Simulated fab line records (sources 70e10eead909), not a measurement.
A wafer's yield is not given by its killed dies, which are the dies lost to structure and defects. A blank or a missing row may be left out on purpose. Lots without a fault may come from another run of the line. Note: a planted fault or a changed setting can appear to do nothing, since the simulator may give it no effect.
Problem report, 8D (eight disciplines) form, completed by code -- flow nand_harc -- the parts of the form that need people (team, actions taken, sign-off) are left out

## 1. WHAT IS WRONG
At NHARC_A_CONTACT_ETCH_91, oes_product_au averages 0.74 a.u. over 4 wafers from 3 lots, while fault-free wafers read 0.94 a.u., standard deviation 0.034. Relative to the usual mean, that is a shift of -5.9 standard deviations.
The step: etches the open film in CH3F/O2, target depth 40 nm, time 85.7 s.
First seen on wafer L197.4, day 27 17:16, on rie_diel-12. The record has a number at this step for 39 wafers belonging to 13 lots. Rule for "out" (also "out of limits"): further than 4 standard deviations from the usual mean. All remaining wafers that have a number are taken as sound.

## 2. WHAT IT IS AND WHAT IT IS NOT
question,is,is not
which readings at this step,oes_product_au,"drypump_motor_current_A, rf_fwd_power_W, rf_vpp_V, showerhead_plenum_p_Torr, throttle_valve_pct"
which lots,"L197, L198, L199","L182, L185, L186, L188, L189, L190, L200, L203, L204, L205"
which wafers of those lots,"L197.4, L198.1, L199.1, L199.5","L197.1, L197.6, L198.3, L198.6, L199.6"
read on which tools,rie_diel-12,"rie_diel-05, rie_diel-10"
when,from day 27 17:16,"up to then (20 sound wafers); but 15 sound wafers of L198, L199, L200, L203, L204, L205 came after"

## 3. SUSPECTS, AND WHAT RULES EACH OUT
Counting: if a tool at a process step up to the reading ran every lot that is out, it stays a suspect. Sound lots after the first of them don't rule it out here, since some wafers of a struck lot are sound.
- rie_diel-12 at NHARC_A_CONTACT_ETCH_91 (etches the open film in CH3F/O2, target depth 40 nm, time 85.7 s): kept. Every lot that is out went through it, the first being L197 (day 27 17:16); the last sound lot it ran before that was L190 (day 25 07:55). Its own oes_product_au readings are out on those wafers.
- Within rie_diel-12 at NHARC_A_CONTACT_ETCH_91: the wafers that are out ran in chamber 0; their sound lot-mates ran in chambers 1, 3.
Left after counting: rie_diel-12 at NHARC_A_CONTACT_ETCH_91.

## 4. THE CAUSE (what the simulator had put in)
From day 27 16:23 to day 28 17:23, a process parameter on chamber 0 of rie_diel-12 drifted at NHARC_A_CONTACT_ETCH_91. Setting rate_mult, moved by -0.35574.
This tool alone remained once counting was done.

## 5. THE CHAIN OF EFFECTS, in route order
Rows list readings where the struck wafers' mean (over those with a number) sits beyond 3 standard deviations from the usual. Scope: only readings with a usual standard deviation given in the record; hours: median across lots of the time from each lot's start at the first step in this table that gives one to its start at this step; sigmas: change in usual standard deviations.
hours,step,reading,usual,on struck wafers,change,sigmas
0,NHARC_A_CONTACT_ETCH_91,oes_product_au,0.94 a.u.,0.74,-0.20,-5.9
The process steps in it:
- NHARC_A_CONTACT_ETCH_91: etches the open film in CH3F/O2, target depth 40 nm, time 85.7 s.
Later measuring or inspecting steps at which every struck wafer that the step has a row for has a number for every such reading, and none has moved that far: NHARC_END_SORT_01.

## 6. WHAT WOULD HAVE CAUGHT IT SOONER
In this record the first reading out of limits was taken at day 27 17:16, 1 hour after the fault began at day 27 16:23.
